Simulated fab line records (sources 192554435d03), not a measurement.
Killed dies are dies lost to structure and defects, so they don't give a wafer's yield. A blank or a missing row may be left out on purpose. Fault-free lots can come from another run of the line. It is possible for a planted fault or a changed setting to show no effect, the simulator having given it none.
Struck lot and sound lot, side by side | flow n5_finfet | 21 out of 1938 route steps
Sound: the wafers L366.1, L366.4, L366.6. The struck wafers were L360.4, L360.5, L360.6. The cause is named last.
For every step that has rows: the tool of each side, followed by ch and its chambers, followed by its first start. Under that, the readings that differ: sound wafers | struck wafers | difference of the means | sigmas: that difference in standard deviations of wafers without a fault.
alike: same words and numbers on both sides, and readings whose means sit less than 2 such deviations apart. not compared: any withheld reading, any reading some wafer has no value for, any bound like >300 that may hide the same value, and any number with overlapping values for which the record gives no deviation.
Wherever a step has rows on one side only, a row that says differs or no value, or a row with sigmas, the two part there. Numbers that have no deviation but don't overlap get no sigmas and don't part them. A reading that every wafer of one side lacks parts them only if that side has two wafers or more.

first, 8 steps without rows for these wafers: N5_BEOL_M14_DESCUM_15 (chemistry O2, time 7.9 s); N5_BEOL_M14_ETCH_59 (etches BARC in N2/H2, target depth 89 nm, overetch 26.7 nm, time 67.9 s); N5_BEOL_M14_VIA_ETCH_16 (etches SiO2 in C4F8/O2/Ar, target depth 1231.3 nm); N5_BEOL_M14_STRIP_63 (strips in O2); N5_BEOL_M14_STRIP_64 (strips in O2); N5_BEOL_M14_STRIP_71 (strips in post etch residue remover, time 60 s); N5_BEOL_M14_SRD_72 (time 30 s, dry time 30 s); N5_BEOL_M14_COAT_65 (time 60 s, resist thk 450 nm).
N5_BEOL_M14_COAT_66: time 60 s, resist thk 110 nm.
  sound on litho_track-03 ch 0, day 15 21:17; struck on litho_track-04 ch 0, day 14 06:58
  reading                                     | sound                | struck               | difference | sigmas
  spin_speed_rpm (rpm)                        | 1500.4 1497.9 1500.7 | 1689.9 1692.0 1690.9 | +191.3     | +99 or more
  model.SiARC_of_BEOL_M14_COAT_66.thk_nm (nm) | 110.2 110.8 110.8    | 103.2 103.4 103.6    | -7.2       |
  alike: plate_temp_C
then, 8 steps without rows for these wafers: N5_BEOL_M14_COAT_22 (resist thk 300 nm); N5_BEOL_M14_EBR_24; N5_BEOL_M14_SOFTBAKE_23 (time 60 s); N5_BEOL_M14_EXPOSE_25 (exposes mask M14, target cd 280 nm); N5_BEOL_M14_PEB_26 (peb time 90 s); N5_BEOL_M14_DEVELOP_27 (develop time 45 s); N5_BEOL_M14_HARDBAKE_32 (time 120 s); N5_BEOL_M14_DESCUM_33 (chemistry O2, time 7.9 s).
N5_BEOL_M14_ETCH_67: etches SiARC in CF4, target depth 143 nm, time 238.3 s.
  sound on rie_diel-02 ch 0,1, day 15 21:50; struck on rie_diel-06 ch 0,1,2, day 14 07:26
  reading                                    | sound             | struck            | difference | sigmas
  etch_rf_on_time_s (s)                      | 239 239 240       | 227 220 226       | -15        | -4
  model.etch.depth_nm (nm)                   | 110.3 110.7 110.9 | 103.3 103.3 103.7 | -7.2       |
  model.coat_of_BEOL_M14_COAT_22.thk_nm (nm) | 212.2 211.6 211.6 | 216 216.8 216.6   | +5         |
  alike: bias_w, drypump_motor_current_A, mfc_ar_sccm, oes_product_au, rf_vpp_V, showerhead_plenum_p_Torr, throttle_valve_pct
  not compared: rf_hours_counter_h
N5_BEOL_M14_ETCH_68: etches SOC in N2/H2, time 450 s.
  sound on rie_diel-02 ch 0,1, day 15 21:58; struck on rie_diel-06 ch 0,1,2, day 14 07:39
  reading                                     | sound          | struck         | difference | sigmas
  model.SiARC_of_BEOL_M14_COAT_66.thk_nm (nm) | 66.4 65.8 66.8 | 59.6 58.8 59.2 | -7.1       |
  alike: bias_w, drypump_motor_current_A, oes_product_au, rf_vpp_V, showerhead_plenum_p_Torr, throttle_valve_pct
  not compared: rf_hours_counter_h
then, 1 step without rows for these wafers: N5_BEOL_M14_STRIP_69 (strips in N2/H2).
N5_PASSIVATION_PROBE_49:
  sound on prober-01 at day 17 01:20; struck on prober-02 at day 15 13:32
  alike: defect_limited_yield, killed_at_M0_to_M3, killed_at_M4_up, killed_at_contacts, killed_at_front_end, killed_at_other, killed_dies, killed_open, killed_short, sort_bin_5_function, sort_bin_6_memory, sort_n_pass, sort_yield_pct

WHERE THEY PART
Earliest at N5_BEOL_M14_COAT_66; latest, in this record, at N5_BEOL_M14_ETCH_67. Later steps at which nothing parts them and some readings are alike: N5_BEOL_M14_ETCH_68, N5_PASSIVATION_PROBE_49.

WHY: the cause the simulator had injected
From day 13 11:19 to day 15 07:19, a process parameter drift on litho_track-04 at N5_BEOL_M14_COAT_66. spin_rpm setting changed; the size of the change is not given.
